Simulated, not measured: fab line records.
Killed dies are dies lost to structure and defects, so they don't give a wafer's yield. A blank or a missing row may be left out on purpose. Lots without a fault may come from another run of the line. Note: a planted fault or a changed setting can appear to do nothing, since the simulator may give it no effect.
A lot that was struck, set against a sound lot ; flow nand_harc ; 14 out of 1302 route steps
Sound: these wafers, L422.1, L422.2, L422.5. Struck: wafer L433.3 (L433.5, L433.6, from the same lot, were not struck and are left out); the cause is given at the end.
Each step with rows lists, per side, the tool, then ch with its chambers, then its first start. Under that, the readings that differ: sound wafers ; struck wafers ; difference of the means ; sigmas: that difference in standard deviations of wafers without a fault.
alike: words and numbers the same on both sides, and readings whose means are apart by under 2 such deviations; not compared: readings that were withheld, readings missing a value for some wafer, numbers with overlapping values and no deviation given by the record, and bounds like >300 which may hide the same value.
Wherever a step has rows on one side only, a row that says differs or no value, or a row with sigmas, the two part there. Non-overlapping numbers with no deviation appear without sigmas and do not part them. A reading that every wafer of one side lacks parts them only if that side has two wafers or more.

NHARC_A_CHANNEL_FILL_D2_ALD_16: deposits SiO2, target thk 1.5 nm, pulse time 10 s, ald cycles 15.
  sound on ald_hk-04 ch 0,1,2, day 16 02:23; struck on ald_hk-01 ch 1, day 20 15:07
reading;sound;struck;difference;sigmas
heater_power_w (W);412 449 494;534;+82;+2
precursor_pulse_height_rel;1.036 1.009 1.000;0.970;-0.045;-2
  not compared: since_wet_clean_h
then, 2 steps without rows for these wafers: NHARC_A_CHANNEL_FILL_D2_ANNEAL_17 (time 1800 s); NHARC_A_CHANNEL_FILL_D2_CVD_18 (deposits poly-Si, target thk 3 nm).
NHARC_A_CHANNEL_FILL_D2_ETCHBACK_19: etches the open film in HBr/Cl2, target depth 5 nm, time 1.7 s.
  sound on rie_si-05 ch 1,2, day 16 13:31; struck on rie_si-02 ch 0, day 21 02:28
  alike: bias_w, drypump_motor_current_A, he_backside_leak_sccm, oes_product_au, throttle_valve_pct
  not compared: rf_hours_counter_h
NHARC_A_CHANNEL_FILL_D2_ETCHBACK_20: etches the open film in C4F8/O2/Ar, target depth 27 nm, time 13.5 s.
  sound on rie_diel-11 ch 0,2,3, day 16 13:38; struck on rie_diel-05 ch 3, day 21 02:35
  alike: bias_w, oes_product_au, rf_vpp_V, run_length_s
  not compared: rf_hours_counter_h
NHARC_A_CHANNEL_FILL_D2_STRIP_28: strips in O2, time 20 s.
  sound on rie_diel-11 ch 1,2,3, day 16 13:44; struck on rie_diel-05 ch 1, day 21 02:40
reading;sound;struck;difference;sigmas
throttle_valve_pct (%);17.024 17.030 17.033;17.055;+0.026;+3
  alike: drypump_motor_current_A, oes_product_au, rf_vpp_V, showerhead_plenum_p_Torr
  not compared: rf_hours_counter_h
then, 4 steps without rows for these wafers: NHARC_A_CHANNEL_FILL_D2_PRECLEAN_21 (cleans in dHF, time 30 s); NHARC_A_CHANNEL_FILL_D2_SRD_23; NHARC_A_CHANNEL_FILL_D2_CVD_05 (deposits poly-Si, target thk 5 nm); NHARC_A_CHANNEL_FILL_D2_ANNEAL_22 (time 7200 s).
NHARC_A_CHANNEL_FILL_D2_ALD_25: deposits SiOx, target thk 60 nm, pulse time 10 s, ald cycles 600.
  sound on ald_hk-04 ch 2,3, day 17 01:58; struck on ald_hk-03 ch 3, day 21 17:50
  alike: heater_power_w, precursor_pulse_height_rel
  not compared: since_wet_clean_h
NHARC_A_CHANNEL_FILL_D2_ETCHBACK_08: etches the open film in C4F8, target depth 220 nm, time 110 s.
  sound on rie_diel-05 ch 0,3, day 17 07:30; struck on rie_diel-05 ch 0, day 21 21:34
reading;sound;struck;difference;sigmas
run_length_s (s);130.6 130.8 130.7;183.5;+52.8;+84
  alike: oes_product_au, rf_vpp_V
  not compared: rf_hours_counter_h
then, 1 step without rows for these wafers: NHARC_A_CHANNEL_FILL_D2_STRIP_29 (strips in O2, time 20 s).
-- record jumps: 9 days between struck wafers' starts before vs after; left off in module A_CHANNEL_FILL_D2, resumes in module END, first step shown is number 1302 of the route --
NHARC_END_SORT_01:
  at this point the record logs the struck wafers (prober-02 ch 0, day 31 00:13) and has no rows for the sound ones

WHERE THEY PART
First at NHARC_A_CHANNEL_FILL_D2_ALD_16; last, within this record, at NHARC_END_SORT_01.

WHY: what had been put in by the simulator
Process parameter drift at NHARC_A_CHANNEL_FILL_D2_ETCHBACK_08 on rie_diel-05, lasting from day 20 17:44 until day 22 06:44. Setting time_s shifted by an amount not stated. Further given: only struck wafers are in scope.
